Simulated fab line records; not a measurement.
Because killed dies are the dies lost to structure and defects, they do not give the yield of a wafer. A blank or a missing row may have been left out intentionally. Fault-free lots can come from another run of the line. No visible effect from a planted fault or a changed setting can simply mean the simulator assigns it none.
fab line records	flow nand_harc
record: lots: 7	wafers: 21	last_day: 33
route steps=1302 shown A_CONTACT@1033 END@1302
lots untouched by any fault: they come from a run of this same line in which no faults occurred
start_h: hours from the record's opening day to when the first of the lot's shown wafers began	wait_h: time in hours since the lot's previous step	" identical to the entry in the row above	L1.1+2: one row covering several wafers at once	- no value, or no start given	* or withheld: withheld	< > ~ a bound
route shown NAME@n: names a module that has steps shown in the file, with the first one's number in the route	usual: average and standard deviation across the fault-free wafers	same: alike in all rows	chamber/n: place in a boat	sites: each site's reading	_std_site: standard deviation across them	_edge_site: mean of outer sites minus mean of inner sites	radius_mm: how far each site lies from the wafer's centre	mask NAME#n: copy n	behind: tool/chamber where the wafer was last shaped	hold: why the lot went on hold/how many hours it stayed there/how the hold came to an end	device: whichever transistor did not switch (one of n, p or np)	end of line: the tests these same wafers got at the end of their route	step lacking rows: just its recipe	killed: count of dies lost to structure and defects at first sort (not the wafer's yield)	map: dies across one wafer; x = killed, . = not, _ = none there
set.NAME: the setting that was run; set.NAME@STEP: the one run at that earlier step	model.NAME: the simulator's own value behind a step, which no gauge read
lots at selected steps of the route; one table per step, one row per wafer
services: when a tool's chamber went out of use (start_h, in hours from the record's first day, below 0 if earlier), for how many hours, and the reason
== steps ==
step: NHARC_A_CONTACT_COAT_63
recipe: spin_rpm: 1500	resist_thk_nm: 90
step: NHARC_A_CONTACT_SOFTBAKE_64
recipe: temp_c: 105	time_s: 55
step: NHARC_A_CONTACT_EBR_65
step: NHARC_A_CONTACT_EXPOSE_66
recipe: na: 1.35	sigma_outer: 0.8	dose_mj: 59.02	mask_id: A_CC_2
step: NHARC_A_CONTACT_PEB_67
recipe: peb_temp_c: 100	peb_time_s: 65
step: NHARC_A_CONTACT_DEVELOP_68
recipe: develop_time_s: 35	dev_temp_c: 23
step: NHARC_A_CONTACT_CD_MEAS_69
recipe: target_cd_nm: 300	landing_energy_ev: 500
usual: cd_nm: 300.1/0.65
lot.wafer	tool	chamber	start_h	wait_h	cd_nm
L274.2	cd_sem-03	0	593.53	-	300.8
L274.3	"	0	"	"	300.2
L274.5	"	0	"	"	300.1
L275.1	cd_sem-02	0	599.63	-	299.0
L275.4	"	0	"	"	298.4
L275.5	"	0	"	"	299.5
L278.1	cd_sem-01	0	612.93	-	299.5
L278.3	"	0	"	"	299.9
L278.6	"	0	"	"	299.4
L282.2	cd_sem-01	0	664.08	-	300.3
L282.5	"	0	"	"	300.6
L282.6	"	0	"	"	300.2
L287.2	cd_sem-03	0	717.95	-	299.9
L287.3	"	0	"	"	299.5
L287.4	"	0	"	"	299.8
L286.1	cd_sem-02	0	723.44	-	300.4
L286.3	"	0	"	"	299.8
L286.4	"	0	"	"	299.5
L288.2	cd_sem-03	0	729.91	-	300.0
L288.3	"	0	"	"	300.8
L288.6	"	0	"	"	300.1
step: NHARC_A_CONTACT_OVL_MEAS_70
usual: overlay_x_nm: 0.0/0.8	overlay_y_nm: 0.2/0.66
lot.wafer	tool	chamber	start_h	wait_h	overlay_x_nm	overlay_y_nm
L274.2	overlay-01	-	593.62	-	1.5	-0.6
L274.3	"	-	"	"	0.4	-0.5
L274.5	"	-	"	"	0.6	-0.8
L275.1	overlay-02	-	599.72	-	-0.3	0.5
L275.4	"	-	"	"	-0.4	-0.2
L275.5	"	-	"	"	-0.3	-0.4
L278.1	overlay-01	-	613.01	-	-0.2	-0.2
L278.3	"	-	"	"	0.0	0.1
L278.6	"	-	"	"	-0.2	-0.5
L282.2	overlay-01	-	664.16	-	-0.9	-0.4
L282.5	"	-	"	"	-1.2	-0.9
L282.6	"	-	"	"	-1.1	-0.3
L287.2	overlay-02	-	718.03	-	0.3	0.1
L287.3	"	-	"	"	-0.1	0.2
L287.4	"	-	"	"	0.4	-0.2
L286.1	overlay-01	-	723.53	-	0.2	0.4
L286.3	"	-	"	"	0.3	0.4
L286.4	"	-	"	"	0.2	0.5
L288.2	overlay-02	-	730.00	-	0.4	-0.2
L288.3	"	-	"	"	0.2	0.0
L288.6	"	-	"	"	-0.1	-0.4
step: NHARC_A_CONTACT_INSPECT_71
usual: raw_defect_count: 84/26
lot.wafer	tool	chamber	start_h	wait_h	raw_defect_count
L274.2	defect_inspect-02	-	593.65	0.0	82
L274.3	"	-	"	"	76
L274.5	"	-	"	"	74
L275.1	defect_inspect-01	-	599.76	0.0	76
L275.4	"	-	"	"	79
L275.5	"	-	"	"	81
L278.1	defect_inspect-01	-	613.05	0.0	140
L278.3	"	-	"	"	126
L278.6	"	-	"	"	135
L282.2	defect_inspect-02	-	664.20	0.0	60
L282.5	"	-	"	"	59
L282.6	"	-	"	"	69
L287.2	defect_inspect-02	-	718.07	0.0	70
L287.3	"	-	"	"	62
L287.4	"	-	"	"	66
L286.1	defect_inspect-01	-	723.57	0.0	82
L286.3	"	-	"	"	86
L286.4	"	-	"	"	95
L288.2	defect_inspect-01	-	730.03	0.0	62
L288.3	"	-	"	"	72
L288.6	"	-	"	"	54
step: NHARC_A_CONTACT_DESCUM_74
recipe: time_s: 3	o2_flow_sccm: 200	ar_flow_sccm: 0	bias_power_w: 0	chemistry: O2
usual: drypump_motor_current_A: 5.6/0.57	mfc_ar_sccm: 0.013/0.012	oes_product_au: 1.007/0.0095	rf_vpp_V: 57.8/0.89	showerhead_plenum_p_Torr: 1.90/0.11	throttle_valve_pct: 11.311/0.0098
same: time_s: 3
lot.wafer	tool	chamber	start_h	wait_h	drypump_motor_current_A	mfc_ar_sccm	oes_product_au	rf_hours_counter_h	rf_vpp_V	showerhead_plenum_p_Torr	throttle_valve_pct
L274.2	rie_diel-01	3	593.75	0.1	6.3	0	1.004	6	57.6	1.82	11.322
L274.3	"	1	"	"	5.0	0.034	0.999	7	57.4	2.06	11.303
L274.5	"	2	"	"	5.0	0.012	1.003	-	57.3	1.92	11.307
L275.1	rie_diel-01	2	599.82	0.1	4.9	0.012	1.017	8	57.4	1.92	11.303
L275.4	"	3	"	"	6.3	0	1.013	8	57.9	1.82	11.319
L275.5	"	3	"	"	6.3	0	1.010	-	56.5	1.82	11.317
L278.3	rie_diel-05	0	613.12	0.1	6.7	0	0.996	4	57.2	1.78	11.335
L278.1	"	1	"	"	5.3	0.016	1.009	4	58.4	1.81	11.319
L278.6	"	3	"	"	5.7	0.004	1.008	-	56.9	1.78	11.324
L282.2	rie_diel-01	3	664.29	0.1	6.3	0	1.014	18	58.5	1.82	11.318
L282.5	"	0	"	"	6.0	0.017	1.005	-	58.4	1.80	11.319
L282.6	"	1	"	"	5.0	0.034	1.014	-	58.3	2.06	11.305
L287.4	rie_diel-11	2	718.13	0.1	5.5	0.017	0.993	28	59.3	2.07	11.320
L287.3	"	3	"	"	5.3	0	1.006	31	58.4	2.03	11.314
L287.2	"	0	"	"	6.3	0	0.996	31	57.5	1.85	11.292
L286.1	rie_diel-01	3	723.63	0.1	6.3	0	1.012	27	56.3	1.81	11.313
L286.3	"	0	"	"	6.0	0.017	1.013	28	58.3	1.80	11.301
L286.4	"	3	"	"	6.3	0	1.009	-	57.7	1.81	11.303
L288.3	rie_diel-01	3	730.10	0.1	6.3	0	1.014	30	58.0	1.81	11.306
L288.2	"	0	"	"	6.0	0.017	1.014	31	56.0	1.80	11.305
L288.6	"	3	"	"	6.3	0	1.014	-	57.0	1.81	11.299
step: NHARC_A_CONTACT_ETCH_75
recipe: target_depth_a: 390	over_etch_frac: 0.3	time_s: 65	ion_energy_ev: 80	cf4_flow_sccm: 150	ar_flow_sccm: 0	rf_w: 300	bias_w: 100	chemistry: CF4
usual: bias_w: 100.02/0.29	cf4_flow_sccm: 150.0/0.47	drypump_motor_current_A: 5.7/0.59	mfc_ar_sccm: 0.013/0.012	oes_product_au: 1.007/0.0096	rf_vpp_V: 151.1/1.3	showerhead_plenum_p_Torr: 1.75/0.09	throttle_valve_pct: 13.284/0.0094
same: time_s: 65
lot.wafer	tool	chamber	start_h	wait_h	bias_w	cf4_flow_sccm	drypump_motor_current_A	mfc_ar_sccm	oes_product_au	rf_hours_counter_h	rf_vpp_V	showerhead_plenum_p_Torr	throttle_valve_pct
L274.3	rie_diel-01	1	593.86	0.1	99.75	149.9	5.0	0.034	1.003	7	152.1	1.90	13.306
L274.2	"	2	"	"	100.30	150.1	5.0	0.012	1.009	6	152.3	1.78	13.293
L274.5	"	0	"	"	99.73	150.5	6.0	0.017	1.011	-	150.9	1.68	13.291
L275.4	rie_diel-01	1	599.92	0.1	100.09	149.6	5.0	0.034	1.015	8	153.4	1.90	13.295
L275.1	"	2	"	"	100.00	150.0	4.9	0.012	1.011	8	150.3	1.78	13.277
L275.5	"	3	"	"	99.96	149.5	6.3	0	1.020	-	151.1	1.69	13.283
L278.1	rie_diel-05	3	613.20	0.1	100.10	150.1	5.7	0.004	1.001	5	149.1	1.66	13.290
L278.3	"	0	"	"	99.82	150.2	6.7	0	1.004	4	150.3	1.65	13.287
L278.6	"	0	"	"	99.94	150.4	6.7	0	1.001	-	148.8	1.65	13.270
L282.2	rie_diel-01	2	664.83	0.5	99.49	150.4	4.9	0.012	1.023	17	152.6	1.77	13.283
L282.5	"	0	"	"	99.67	149.1	6.0	0.017	1.013	-	150.5	1.67	13.279
L282.6	"	1	"	"	100.25	150.3	5.0	0.034	1.024	-	153.8	1.89	13.291
L287.3	rie_diel-11	1	718.21	0.1	99.98	149.4	5.8	0	0.989	33	149.2	1.69	13.277
L287.4	"	2	"	"	100.18	149.9	5.5	0.017	1.005	28	153.0	1.90	13.268
L287.2	"	3	"	"	99.68	149.5	5.4	0	1.010	31	153.1	1.87	13.294
L286.3	rie_diel-01	3	723.73	0.1	100.16	149.3	6.3	0	1.016	27	151.3	1.68	13.284
L286.1	"	1	"	"	99.65	149.7	4.9	0.034	1.009	27	153.3	1.89	13.285
L286.4	"	3	"	"	100.33	149.5	6.3	0	1.004	-	151.6	1.68	13.274
L288.2	rie_diel-01	1	730.20	0.1	99.90	150.0	4.9	0.034	1.013	30	151.7	1.89	13.291
L288.3	"	3	"	"	100.27	149.7	6.3	0	1.008	30	151.2	1.68	13.286
L288.6	"	1	"	"	99.71	149.8	4.9	0.034	1.019	-	153.2	1.89	13.287
step: NHARC_A_CONTACT_ETCH_76
recipe: target_depth_a: 2600	over_etch_frac: 0.3	time_s: 475.3	ion_energy_ev: 200	n2_flow_sccm: 150	h2_flow_sccm: 150	ar_flow_sccm: 0	rf_w: 400	bias_w: 150	chemistry: N2/H2
usual: bias_w: 150.1/0.41	chamber_pressure_mTorr: 29.997/0.026	drypump_motor_current_A: 5.7/0.57	mfc_ar_sccm: 0.013/0.012	n2_flow_sccm: 150.0/0.47	oes_product_au: 1.006/0.0089	rf_vpp_V: 430/3.2	showerhead_plenum_p_Torr: 2.02/0.12	throttle_valve_pct: 14.172/0.0088
same: time_s: 475.3
lot.wafer	tool	chamber	start_h	wait_h	bias_w	chamber_pressure_mTorr	drypump_motor_current_A	mfc_ar_sccm	n2_flow_sccm	oes_product_au	rf_hours_counter_h	rf_vpp_V	showerhead_plenum_p_Torr	throttle_valve_pct
L274.3	rie_diel-01	0	-	-	149.8	30.024	6.0	0.017	150.7	1.013	6	428	1.92	14.176
L274.2	"	2	"	"	149.9	30.007	4.9	0.012	150.1	1.010	7	431	2.05	14.171
L274.5	"	3	"	"	150.1	29.987	6.3	0	148.9	1.012	-	429	1.94	14.142
L275.1	rie_diel-01	0	-	-	150.5	29.973	6.0	0.017	149.5	1.012	8	427	1.92	14.188
L275.4	"	2	"	"	150.1	29.990	5.0	0.012	149.6	1.001	8	431	2.05	14.158
L275.5	"	0	"	"	149.8	29.987	6.0	0.017	150.2	1.007	-	428	1.92	14.172
L278.3	rie_diel-05	1	-	-	150.3	30.010	5.3	0.016	149.8	1.007	4	427	1.93	14.170
L278.1	"	0	"	"	149.7	30.033	6.7	0	149.9	0.991	4	427	1.89	14.178
L278.6	"	1	"	"	150.7	30.010	5.3	0.016	149.7	1.009	-	427	1.93	14.163
L282.2	rie_diel-01	0	-	-	149.3	29.987	6.0	0.017	150.9	1.006	18	428	1.92	14.184
L282.5	"	0	"	"	149.7	30.012	6.0	0.017	150.4	1.011	-	429	1.92	14.171
L282.6	"	1	"	"	150.1	30.000	5.0	0.034	150.7	1.004	-	434	2.20	14.167
L287.2	rie_diel-11	3	-	-	150.0	29.997	5.4	0	150.7	1.010	31	434	2.16	14.184
L287.4	"	1	"	"	150.3	30.024	5.8	0	150.1	0.980	33	428	1.94	14.176
L287.3	"	2	"	"	149.7	29.993	5.5	0.017	149.3	1.006	28	435	2.21	14.185
L286.1	rie_diel-01	1	-	-	149.4	29.991	4.9	0.034	150.1	1.007	27	436	2.20	14.176
L286.3	"	3	"	"	149.3	30.040	6.3	0	150.0	1.009	27	428	1.93	14.183
L286.4	"	0	"	"	151.0	29.985	6.0	0.017	149.5	1.013	-	427	1.92	14.175
L288.3	rie_diel-01	0	-	-	149.6	30.008	6.0	0.017	149.1	1.010	31	427	1.91	14.176
L288.2	"	1	"	"	150.2	29.978	5.0	0.034	149.8	1.005	30	435	2.20	14.183
L288.6	"	1	"	"	149.7	30.035	5.0	0.034	149.3	1.007	-	435	2.20	14.175
step: NHARC_A_CONTACT_ETCH_77
recipe: target_depth_a: 1089	time_s: 54.5	cf4_flow_sccm: 100	chf3_flow_sccm: 30	ar_flow_sccm: 0	rf_w: 500	bias_w: 200	chemistry: CF4/CHF3
usual: bias_w: 200.1/0.58	cf4_flow_sccm: 100.00/0.29	drypump_motor_current_A: 5.6/0.59	mfc_ar_sccm: 0.013/0.013	oes_product_au: 0.944/0.019	rf_vpp_V: 370.1/2.9	showerhead_plenum_p_Torr: 1.56/0.085	throttle_valve_pct: 16.802/0.0092	time_s: 54.5/0
lot.wafer	tool	chamber	start_h	wait_h	bias_w	cf4_flow_sccm	drypump_motor_current_A	mfc_ar_sccm	oes_product_au	rf_hours_counter_h	rf_vpp_V	showerhead_plenum_p_Torr	throttle_valve_pct	time_s
L274.3	rie_diel-01	0	594.34	-	-	-	-	-	-	-	-	-	-	-
L274.2	"	1	"	"	-	-	-	-	-	-	-	-	-	-
L274.5	"	2	"	"	-	-	-	-	-	-	-	-	-	-
L275.1	rie_diel-01	1	600.34	-	-	-	-	-	-	-	-	-	-	-
L275.4	"	0	"	"	-	-	-	-	-	-	-	-	-	-
L275.5	"	2	"	"	-	-	-	-	-	-	-	-	-	-
L278.3	rie_diel-05	3	613.71	-	-	-	-	-	-	-	-	-	-	-
L278.1	"	1	"	"	-	-	-	-	-	-	-	-	-	-
L278.6	"	0	"	"	-	-	-	-	-	-	-	-	-	-
L282.2	rie_diel-01	1	665.28	-	200.3	100.51	5.0	0.034	0.941	17	372.1	1.69	16.800	54.5
L282.6	"	2	"	"	199.7	99.57	4.9	0.012	0.935	-	371.4	1.58	16.795	54.5
L282.5	"	3	"	"	199.7	99.77	6.3	0	0.937	-	368.6	1.50	16.808	54.5
L287.4	rie_diel-11	2	718.65	-	200.2	99.73	5.5	0.017	0.944	28	373.8	1.69	16.791	54.5
L287.3	"	3	"	"	200.0	99.68	5.4	0	0.936	31	373.9	1.66	16.797	54.5
L287.2	"	1	"	"	198.8	99.83	5.8	0	0.919	33	367.3	1.50	16.803	54.5
L286.1	rie_diel-01	0	724.25	-	200.8	100.06	6.0	0.017	0.935	29	368.0	1.48	16.801	54.5
L286.3	"	1	"	"	199.9	99.67	5.0	0.034	0.935	27	373.7	1.68	16.801	54.5
L286.4	"	3	"	"	199.8	99.90	6.3	0	0.943	-	367.3	1.50	16.791	54.5
L288.2	rie_diel-01	1	730.78	-	199.8	99.74	4.9	0.034	0.945	30	372.6	1.68	16.812	54.5
L288.3	"	0	"	"	199.6	99.68	6.0	0.017	0.935	31	366.7	1.48	16.790	54.5
L288.6	"	3	"	"	200.7	100.10	6.3	0	0.940	-	368.5	1.50	16.807	54.5
step: NHARC_A_CONTACT_ETCH_78
recipe: target_depth_a: 53000	over_etch_frac: 0.3	time_s: 1378	ion_energy_ev: 150	o2_flow_sccm: 400	cos_flow_sccm: 20	ar_flow_sccm: 0	rf_w: 500	bias_w: 300	chemistry: O2/COS
usual: bias_w: 299.9/0.93	chamber_pressure_mTorr: 19.998/0.018	cos_flow_sccm: 20.00/0.064	drypump_motor_current_A: 5.7/0.58	mfc_ar_sccm: 0.012/0.012	oes_product_au: 1.007/0.0091	rf_vpp_V: 313.8/2.4	showerhead_plenum_p_Torr: 3.09/0.16	throttle_valve_pct: 28.329/0.008
same: time_s: 1378
lot.wafer	tool	chamber	start_h	wait_h	bias_w	chamber_pressure_mTorr	cos_flow_sccm	drypump_motor_current_A	mfc_ar_sccm	oes_product_au	rf_hours_counter_h	rf_vpp_V	showerhead_plenum_p_Torr	throttle_valve_pct
L274.3	rie_diel-01	3	-	-	300.4	20.005	19.99	6.3	0	1.022	7	311.6	2.98	28.329
L274.2	"	0	"	"	300.5	19.979	20.11	6.0	0.017	1.019	7	311.1	2.96	28.340
L274.5	"	0	"	"	301.6	20.004	19.97	6.0	0.017	1.006	-	312.3	2.96	28.325
L275.1	rie_diel-01	2	-	-	298.9	20.025	19.89	5.0	0.012	1.007	8	314.2	3.13	28.330
L275.4	"	3	"	"	299.7	19.992	20.01	6.3	0	1.008	9	313.4	2.98	28.326
L275.5	"	2	"	"	298.7	19.982	19.85	4.9	0.012	1.018	-	314.4	3.13	28.327
L278.3	rie_diel-05	3	-	-	299.8	19.981	19.95	5.8	0.004	1.000	5	312.1	2.92	28.334
L278.1	"	2	"	"	300.7	19.993	20.04	6.2	0.004	0.997	6	314.0	3.14	28.325
L278.6	"	0	"	"	299.7	19.998	20.03	6.7	0	0.999	-	312.3	2.92	28.328
L282.2	rie_diel-01	2	-	-	300.3	19.989	20.07	4.9	0.012	1.011	17	314.4	3.13	28.324
L282.6	"	3	"	"	299.8	19.980	20.07	6.3	0	1.026	-	312.9	2.97	28.331
L282.5	"	0	"	"	299.5	19.970	19.91	6.1	0.017	1.015	-	312.8	2.95	28.316
L287.3	rie_diel-11	3	-	-	299.4	20.018	20.02	5.4	0	1.013	32	316.9	3.30	28.327
L287.2	"	1	"	"	300.2	20.021	20.01	5.8	0	0.988	34	312.7	2.98	28.338
L287.4	"	2	"	"	299.9	20.012	20.04	5.5	0.017	1.001	28	316.5	3.36	28.318
L286.1	rie_diel-01	1	-	-	300.4	19.984	19.95	5.0	0.034	1.010	28	316.4	3.34	28.339
L286.3	"	0	"	"	301.0	20.018	20.17	6.0	0.017	1.016	29	311.4	2.95	28.321
L286.4	"	1	"	"	299.3	19.977	20.00	5.0	0.034	1.009	-	316.9	3.34	28.346
L288.3	rie_diel-01	0	-	-	300.1	19.998	19.95	6.0	0.017	1.014	32	311.6	2.95	28.326
L288.2	"	1	"	"	299.8	19.968	20.01	5.0	0.034	1.010	30	317.0	3.34	28.319
L288.6	"	1	"	"	299.5	19.989	19.93	5.0	0.034	1.011	-	317.9	3.34	28.314
step: NHARC_END_SORT_01
recipe: temp_c: 25
usual: killed_at_array: 62/15	killed_at_other: 0.8/1	killed_at_periphery: 3.7/2.6	killed_dies: 66/15	killed_open: 3.1/1.8	killed_short: 2.6/1.7
same: gross_dies: 677
lot.wafer	tool	chamber	start_h	wait_h	killed_at_array	killed_at_other	killed_at_periphery	killed_dies	killed_open	killed_short
L274.2	prober-01	0	656.05	2.8	674	0	3	677	3	0
L274.3	prober-01	0	656.85	3.1	675	0	2	677	4	0
L274.5	prober-01	0	658.44	3.7	675	0	2	677	3	3
L275.1	prober-02	0	659.57	2.4	670	2	5	677	3	5
L275.4	prober-02	0	661.98	3.4	671	0	6	677	1	0
L275.5	prober-02	0	662.78	3.7	672	1	4	677	4	5
L278.1	prober-02	0	674.60	2.5	676	0	1	677	4	4
L278.3	prober-02	0	676.18	3.1	672	0	5	677	5	2
L278.6	prober-02	0	678.56	4.0	675	0	2	677	4	1
killed by level:class
L274.2 A_CONTACT:area_etch=608 A_CHANNEL_HOLE_D1:chamber_film_flake=35 A_CHANNEL_HOLE_D2:chamber_film_flake=15 A_CONTACT:chamber_film_flake=9 P_M0:chamber_film_flake=2 A_M0:chamber_film_flake=2 P_CONTACT:geometric_particle:open=1 A_CHANNEL_FILL_D1:geometric_particle:open=1
L274.3 A_CONTACT:area_etch=619 A_CHANNEL_HOLE_D1:chamber_film_flake=29 A_CHANNEL_HOLE_D2:chamber_film_flake=12 A_CONTACT:chamber_film_flake=7 A_STAIRCASE:chamber_film_flake=2 P_M0:geometric_particle:open=1 A_CHANNEL_HOLE_D1:geometric_particle:open=1 A_ONON_D2:geometric_particle:open=1
L274.5 A_CONTACT:area_etch=617 A_CHANNEL_HOLE_D1:chamber_film_flake=35 A_CHANNEL_HOLE_D2:chamber_film_flake=9 A_CONTACT:chamber_film_flake=6 A_M0:chamber_film_flake=2 P_M0:geometric_particle:open=1 A_CHANNEL_FILL_D1:geometric_particle:short=1 A_DECK1_JOINT:geometric_particle:open=1
L275.1 A_CONTACT:area_etch=611 A_SLIT:chamber_film_flake=33 A_CHANNEL_HOLE_D2:chamber_film_flake=13 A_CONTACT:chamber_film_flake=3 A_ONON_D2:geometric_particle:short=2 A_M0:geometric_particle:short=2 P_STI:chamber_film_flake=2 THIN_TSV:chamber_film_flake=2
L275.4 A_CONTACT:area_etch=625 A_SLIT:chamber_film_flake=26 A_CHANNEL_HOLE_D2:chamber_film_flake=11 A_CHANNEL_HOLE_D1:chamber_film_flake=3 A_CONTACT:chamber_film_flake=3 P_STI:chamber_film_flake=2 P_M2:chamber_film_flake=2 P_CONTACT:geometric_particle:open=1
L275.5 A_CONTACT:area_etch=611 A_SLIT:chamber_film_flake=34 A_CHANNEL_HOLE_D2:chamber_film_flake=10 A_CHANNEL_HOLE_D1:chamber_film_flake=7 P_STI:chamber_film_flake=4 A_DECK1_JOINT:geometric_particle:short=2 A_ONON_D2:geometric_particle:open=2 A_ONON_D1:geometric_particle:short=1
L278.1 A_CONTACT:area_etch=576 A_SLIT:chamber_film_flake=29 A_CHANNEL_HOLE_D1:chamber_film_flake=28 A_CHANNEL_HOLE_D2:chamber_film_flake=27 A_STAIRCASE:chamber_film_flake=5 A_ONON_D1:geometric_particle:open=3 A_CHANNEL_FILL_D1:chamber_film_flake=2 A_SOURCE_PLATE:geometric_particle:short=1
L278.3 A_CONTACT:area_etch=581 A_SLIT:chamber_film_flake=32 A_CHANNEL_HOLE_D1:chamber_film_flake=30 A_CHANNEL_HOLE_D2:chamber_film_flake=20 A_DECK1_JOINT:chamber_film_flake=3 P_M0:geometric_particle:short=2 A_CONTACT:chamber_film_flake=2 P_STI:geometric_particle:open=1
L278.6 A_CONTACT:area_etch=592 A_SLIT:chamber_film_flake=31 A_CHANNEL_HOLE_D1:chamber_film_flake=23 A_CHANNEL_HOLE_D2:chamber_film_flake=21 P_M0:geometric_particle:open=1 A_SOURCE_PLATE:geometric_particle:short=1 A_SOURCE_PLATE:geometric_particle:open=1 A_CHANNEL_HOLE_D2:geometric_particle:open=1
map L274.2 (x killed, . not)
____________x____________
_________xxxxxxx_________
_______xxxxxxxxxxx_______
______xxxxxxxxxxxxx______
_____xxxxxxxxxxxxxxx_____
____xxxxxxxxxxxxxxxxx____
____xxxxxxxxxxxxxxxxx____
___xxxxxxxxxxxxxxxxxxx___
___xxxxxxxxxxxxxxxxxxx___
__xxxxxxxxxxxxxxxxxxxxx__
__xxxxxxxxxxxxxxxxxxxxx__
_xxxxxxxxxxxxxxxxxxxxxxx_
_xxxxxxxxxxxxxxxxxxxxxxx_
_xxxxxxxxxxxxxxxxxxxxxxx_
_xxxxxxxxxxxxxxxxxxxxxxx_
_xxxxxxxxxxxxxxxxxxxxxxx_
xxxxxxxxxxxxxxxxxxxxxxxxx
xxxxxxxxxxxxxxxxxxxxxxxxx
xxxxxxxxxxxxxxxxxxxxxxxxx
xxxxxxxxxxxxxxxxxxxxxxxxx
xxxxxxxxxxxxxxxxxxxxxxxxx
_xxxxxxxxxxxxxxxxxxxxxxx_
_xxxxxxxxxxxxxxxxxxxxxxx_
_xxxxxxxxxxxxxxxxxxxxxxx_
_xxxxxxxxxxxxxxxxxxxxxxx_
_xxxxxxxxxxxxxxxxxxxxxxx_
__xxxxxxxxxxxxxxxxxxxxx__
__xxxxxxxxxxxxxxxxxxxxx__
___xxxxxxxxxxxxxxxxxxx___
___xxxxxxxxxxxxxxxxxxx___
____xxxxxxxxxxxxxxxxx____
____xxxxxxxxxxxxxxxxx____
_____xxxxxxxxxxxxxxx_____
______xxxxxxxxxxxxx______
_______xxxxxxxxxxx_______
_________xxxxxxx_________
____________x____________
map L275.1 (x killed, . not)
____________x____________
_________xxxxxxx_________
_______xxxxxxxxxxx_______
______xxxxxxxxxxxxx______
_____xxxxxxxxxxxxxxx_____
____xxxxxxxxxxxxxxxxx____
____xxxxxxxxxxxxxxxxx____
___xxxxxxxxxxxxxxxxxxx___
___xxxxxxxxxxxxxxxxxxx___
__xxxxxxxxxxxxxxxxxxxxx__
__xxxxxxxxxxxxxxxxxxxxx__
_xxxxxxxxxxxxxxxxxxxxxxx_
_xxxxxxxxxxxxxxxxxxxxxxx_
_xxxxxxxxxxxxxxxxxxxxxxx_
_xxxxxxxxxxxxxxxxxxxxxxx_
_xxxxxxxxxxxxxxxxxxxxxxx_
xxxxxxxxxxxxxxxxxxxxxxxxx
xxxxxxxxxxxxxxxxxxxxxxxxx
xxxxxxxxxxxxxxxxxxxxxxxxx
xxxxxxxxxxxxxxxxxxxxxxxxx
xxxxxxxxxxxxxxxxxxxxxxxxx
_xxxxxxxxxxxxxxxxxxxxxxx_
_xxxxxxxxxxxxxxxxxxxxxxx_
_xxxxxxxxxxxxxxxxxxxxxxx_
_xxxxxxxxxxxxxxxxxxxxxxx_
_xxxxxxxxxxxxxxxxxxxxxxx_
__xxxxxxxxxxxxxxxxxxxxx__
__xxxxxxxxxxxxxxxxxxxxx__
___xxxxxxxxxxxxxxxxxxx___
___xxxxxxxxxxxxxxxxxxx___
____xxxxxxxxxxxxxxxxx____
____xxxxxxxxxxxxxxxxx____
_____xxxxxxxxxxxxxxx_____
______xxxxxxxxxxxxx______
_______xxxxxxxxxxx_______
_________xxxxxxx_________
____________x____________
== services ==
tool	chamber	start_h	hours	kind
rie_diel-11	2	580.32	2.7	repair
rie_diel-05	-	583.66	9.0	pm
rie_diel-01	0	591.32	-	clean
rie_diel-01	1	591.32	-	clean
rie_diel-01	2	591.32	-	clean
rie_diel-01	3	591.32	-	clean
rie_diel-11	-	610.70	9.0	pm
rie_diel-01	0	615.82	-	clean
rie_diel-01	1	615.82	-	clean
rie_diel-01	2	615.82	-	clean
rie_diel-01	3	615.82	-	clean
rie_diel-05	0	624.22	17.4	repair
rie_diel-01	0	640.32	-	clean
rie_diel-01	1	640.32	-	clean
rie_diel-01	2	640.32	-	clean
rie_diel-01	3	640.32	-	clean
rie_diel-11	2	643.46	6.4	repair
rie_diel-01	0	664.82	-	clean
rie_diel-01	1	664.82	-	clean
rie_diel-01	2	664.82	-	clean
rie_diel-01	3	664.82	-	clean
rie_diel-01	0	689.32	-	clean
rie_diel-01	1	689.32	-	clean
rie_diel-01	2	689.32	-	clean
== key ==
first_sign: step: NHARC_A_CONTACT_ETCH_77	reading: tool_record	direction: missing
effect: step: NHARC_END_SORT_01	reading: killed_at_array	direction: up	sigmas: 40	usual: 62	struck: 673
more_kills_born_at: NHARC_A_CONTACT_ETCH_77@rie_diel-01: 3691	NHARC_A_CONTACT_ETCH_77@rie_diel-05: 1749
met_at NHARC_A_CONTACT_ETCH_77
struck_wafers L274.2,L274.3,L274.5,L275.1,L275.4,L275.5,L278.1,L278.3,L278.6
later_rows_left_out L274.2,L274.3,L274.5,L275.1,L275.4,L275.5,L278.1,L278.3,L278.6
tester_left_out L274,L275,L278
fault: kind: skipped_step_whole	tool: rie_diel-01,rie_diel-05	chamber: -	onset_h: 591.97	steps: NHARC_A_CONTACT_ETCH_77	scope: struck_lots_only
tester_left_out: of these lots the tester's yield and bins aren't shown, on N5 and GAA mostly nor the transistor test; their killed dies are dies lost to structure and defects alone, not to doping, threshold or leakage, so they don't give the yield
later_rows_left_out: the simulator's readings of these wafers behind a module that went badly wrong aren't trusted and aren't shown, but for the sort
